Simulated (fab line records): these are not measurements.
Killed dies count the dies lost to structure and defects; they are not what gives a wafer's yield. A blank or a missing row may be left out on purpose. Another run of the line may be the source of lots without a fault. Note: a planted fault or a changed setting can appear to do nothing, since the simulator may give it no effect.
Chamber matching	flow n5 finfet	4 sister chambers for N5_MOL_CONTACT_COAG_ETCH_47 on rie diel-01
The step etches SiNx in CH3F/O2, stops on W, target depth 27 nm. 4 wafers are shown with their chamber, then 11 later ones without.

EACH WAFER AND ITS CHAMBER
wafer	chamber	rf vpp V (V)
L085.4	3	308
L090.1	1	304
L090.2	2	292
L092.1	0	282

WAFERS WITHOUT THEIR CHAMBER
wafer	rf vpp V (V)
L092.3	290
L092.4	311
L094.1	309
L094.3	281
L094.5	280
L096.3	281
L096.5	303
L096.6	289
L097.2	305
L097.3	311
L097.5	311

WHICH CHAMBER EACH WENT THROUGH
wafer	from the rows above	in truth
L092.3	2	2
L092.4	can't be placed: 3 or 1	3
L094.1	can't be placed: 3 or 1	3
L094.3	0	0
L094.5	0	0
L096.3	0	0
L096.5	can't be placed: 1 or 3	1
L096.6	can't be placed: 2 or 0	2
L097.2	can't be placed: 1 or 3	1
L097.3	can't be placed: 3 or 1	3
L097.5	can't be placed: 3 or 1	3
Correctly placed: 4 of 11. From these rows, 7 cannot be placed; in 7 the true chamber is one of the candidates. Wrongly placed: 0.
How it was worked out, from the rows above alone: a wafer's distance from a chamber is the root of the sum, over the readings, of the square of ((its reading less the chamber's mean) divided by the reading's scatter). The wafer belongs to the nearest chamber; if the next one is less than 2 further off, it can't be placed. The mean given for a chamber averages the wafers shown for that chamber. The scatter (one wafer shown for each chamber): square how far every hidden wafer sits from the nearest shown wafer, average those squares and take the square root.
